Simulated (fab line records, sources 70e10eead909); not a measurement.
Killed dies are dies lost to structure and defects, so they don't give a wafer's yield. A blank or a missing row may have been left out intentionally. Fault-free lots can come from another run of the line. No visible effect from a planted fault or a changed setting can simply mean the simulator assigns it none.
fab line records | flow nandHarc
record: lots: 7 wafers: 21 lastDay: 32
route steps=1302 shown P_M1@315 P_M2@318
lots with no fault: from the same line, run without faults
startH: the number of hours between the record's first day and the start of the first shown wafer of the lot | waitH: hours since the lot's step before | " identical to the entry in the row above | L1.1+2: one row covering several wafers at once | - value missing, or start not given | * or withheld: withheld | < > ~ a bound
route shown NAME@n: NAME is a module with steps in the file, n the number in the route of the first one | usual: the fault-free wafers' mean and standard deviation | same: alike in all rows | chamber/n: place in a boat | sites: per-site readings | _std_site: their standard deviation | _edge_site: outer sites' mean less inner sites' | radiusMm: how far each site lies from the wafer's centre | mask NAME#n: copy n | behind: tool/chamber where the wafer was last shaped | hold: why the lot was held/for how many hours/how that ended | device: whichever transistor did not switch (one of n, p or np) | end of line: the tests these same wafers got at the end of their route | a step with no rows: only its recipe | killed: dies that structure and defects cost at the first sort, which is not the same as the wafer's yield | map: a wafer's dies, marking killed ones x, the rest . and places with no die _
set.NAME: the setting as run; set.NAME@STEP: as run at that earlier step | model.NAME: the simulator's own value behind a step, which no gauge read
certain route steps with their lots: each step a table, each wafer a row
services: when a tool's chamber went out of use (startH, in hours from the record's first day, below 0 if earlier), for how many hours, and the reason
== steps ==
step: NHARC_P_M1_INSPECT_27
usual: rawDefectCount: 285/130
columns lot.wafer tool chamber startH waitH rawDefectCount
L825.1 defectInspect-02 - 167.29 0.0 262
L825.3 " - " " 138
L825.5 " - " " 237
L832.2 defectInspect-02 - 238.20 0.0 293
L832.4 " - " " 224
L832.5 " - " " 221
L833.2 defectInspect-01 - 245.84 0.0 173
L833.3 " - " " 304
L833.4 " - " " 228
L837.3 defectInspect-01 - 304.68 0.0 263
L837.4 " - " " 668
L837.6 " - " " 235
L840.2 defectInspect-02 - 316.91 0.0 277
L840.4 " - " " 243
L840.6 " - " " 141
L839.1 defectInspect-01 - 317.41 0.0 198
L839.3 " - " " 292
L839.5 " - " " 198
L842.1 defectInspect-01 - 345.18 0.0 206
L842.4 " - " " 217
L842.5 " - " " 194
step: NHARC_P_M1_PRE_CLEAN_32
recipe: timeS: 12 tempC: 370 rfPowerW: 300 gas: NH3
usual: heaterPowerW: 645/85
columns lot.wafer tool chamber startH waitH heaterPowerW
L825.1 pecvd-03 2 167.36 0.1 536
L825.3 " 0 " " 742
L825.5 " 1 " " 650
L832.2 pecvd-01 1 238.28 0.1 668
L832.4 " 1 " " 696
L832.5 " 2 " " 690
L833.3 pecvd-02 1 245.90 0.1 697
L833.2 " 2 " " 646
L833.4 " 1 " " 689
L837.3 pecvd-01 1 304.77 0.1 751
L837.4 " 2 " " 731
L837.6 " 0 " " 679
L840.2 pecvd-02 1 317.00 0.1 716
L840.4 " 2 " " 683
L840.6 " 0 " " 546
L839.1 pecvd-02 2 317.59 0.2 639
L839.3 " 0 " " 534
L839.5 " 2 " " 651
L842.1 pecvd-02 0 345.27 0.1 520
L842.5 " 1 " " 638
L842.4 " 2 " " 677
step: NHARC_P_M1_DEP_33
recipe: targetThkA: 300 tempC: 370 targetThkNm: 30 pressureTorr: 3 flowSccm: 200 rfW: 450 material: SiCN
usual: heaterPowerW: 585/92 showerheadVppV: 1302/55
columns lot.wafer tool chamber startH waitH heaterPowerW showerheadVppV
L825.1 pecvd-03 2 167.44 0.1 512 1393
L825.3 " 0 " " 654 1323
L825.5 " 1 " " 621 1382
L832.2 pecvd-01 1 238.38 0.1 695 1341
L832.4 " 1 " " 699 1350
L832.5 " 2 " " 634 1387
L833.3 pecvd-02 1 245.98 0.1 626 1274
L833.2 " 2 " " 683 1267
L833.4 " 1 " " 641 1268
L837.3 pecvd-01 1 304.91 0.1 694 1379
L837.4 " 2 " " 638 1394
L837.6 " 0 " " 608 1261
L840.2 pecvd-02 1 317.14 0.1 564 1257
L840.4 " 2 " " 625 1275
L840.6 " 0 " " 445 1268
L839.1 pecvd-02 2 317.70 0.1 587 1258
L839.3 " 0 " " 453 1253
L839.5 " 2 " " 596 1260
L842.1 pecvd-02 0 345.41 0.1 498 1275
L842.5 " 1 " " 636 1265
L842.4 " 2 " " 613 1240
step: NHARC_P_M2_DEP_00
recipe: targetThkA: 1825 targetThkNm: 182.5 tempC: withheld pressureTorr: 5 flowSccm: 200 rfW: 600 material: SiOC
step: NHARC_P_M2_DEHYDRATE_01
recipe: tempC: 150 timeS: 120
step: NHARC_P_M2_HMDS_02
recipe: timeS: 30
step: NHARC_P_M2_COAT_34
recipe: tempC: 200 timeS: 65
step: NHARC_P_M2_COAT_03
recipe: spinRpm: 1500 resistThkNm: 90
step: NHARC_P_M2_SOFTBAKE_04
recipe: tempC: 105 timeS: 55
step: NHARC_P_M2_EBR_05
step: NHARC_P_M2_EXPOSE_06
recipe: na: 1.35 targetCdNm: 170 doseMj: 80.78 maskId: P_M2
step: NHARC_P_M2_PEB_07
recipe: pebTempC: 100 pebTimeS: 65
usual: chillPlateTempC: 22.99/0.11 exhaustPa: 45.0/0.99
columns lot.wafer tool chamber startH waitH chillPlateTempC exhaustPa
L825.1 lithoTrack-04 0 168.60 0.1 23.07 45.2
L825.3 " 0 " " 22.97 45.1
L825.5 " 0 " " 23.10 45.3
L832.2 lithoTrack-04 0 239.52 0.1 22.90 45.1
L832.4 " 0 " " 22.95 45.4
L832.5 " 0 " " 23.00 45.5
L833.2 lithoTrack-06 0 247.02 0.1 23.01 45.5
L833.3 " 0 " " 22.94 45.2
L833.4 " 0 " " 22.73 44.4
L837.3 lithoTrack-04 - 306.00 0.0 - -
L837.4 " - " " - -
L837.6 " - " " - -
L840.2 lithoTrack-04 - 318.21 0.1 - -
L840.4 " - " " - -
L840.6 " - " " - -
L839.1 lithoTrack-04 - 318.82 0.1 - -
L839.3 " - " " - -
L839.5 " - " " - -
L842.1 lithoTrack-06 0 346.51 0.1 23.05 44.3
L842.4 " 0 " " 22.95 46.3
L842.5 " 0 " " 23.11 45.4
step: NHARC_P_M2_DEVELOP_08
recipe: developTimeS: 35 devTempC: 23
== services ==
columns tool chamber startH hours kind
pecvd-01 0 143.40 - clean
pecvd-01 1 143.40 - clean
pecvd-01 2 143.40 - clean
lithoTrack-06 - 179.00 7.0 pm
pecvd-03 0 183.99 2.0 repair
pecvd-03 - 185.74 13.0 pm
pecvd-02 - 202.37 0.9 repair
lithoTrack-04 - 203.00 7.0 pm
pecvd-03 - 211.65 1.2 repair
pecvd-02 - 227.29 13.0 pm
pecvd-02 0 227.29 13.0 ventCycle
pecvd-02 1 227.29 13.0 ventCycle
pecvd-02 2 227.29 13.0 ventCycle
pecvd-02 0 240.29 - clean
pecvd-02 1 240.29 - clean
pecvd-02 2 240.29 - clean
pecvd-02 2 297.35 2.5 repair
pecvd-01 - 311.40 13.0 pm
pecvd-01 0 311.40 13.0 ventCycle
pecvd-01 1 311.40 13.0 ventCycle
pecvd-01 2 311.40 13.0 ventCycle
pecvd-03 2 319.45 6.8 repair
pecvd-01 0 324.40 - clean
pecvd-01 1 324.40 - clean
== key ==
firstSign: step: NHARC_P_M2_PEB_07 reading: toolRecord direction: missing
effect none on later readings
metAt NHARC_P_M2_PEB_07
struckWafers L837.3,L837.4,L837.6,L839.1,L839.3,L839.5,L840.2,L840.4,L840.6
laterRowsLeftOut L837.3,L837.4,L837.6,L839.1,L839.3,L839.5,L840.2,L840.4,L840.6
sortLeftOut L837.3,L837.4,L837.6,L839.1,L839.3,L839.5,L840.2,L840.4,L840.6
onsetBetween 239.52 306.00
fault: kind: skippedStepWhole tool: lithoTrack-04 chamber: - onsetH: 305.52 steps: NHARC_P_M2_PEB_07 scope: struckLotsOnly
sortLeftOut: the simulated sort isn't trusted on such a fault, so these wafers' sort isn't shown, and their yield isn't known
laterRowsLeftOut: the simulator's readings of these wafers behind a module that went badly wrong aren't trusted and aren't shown, but for the sort
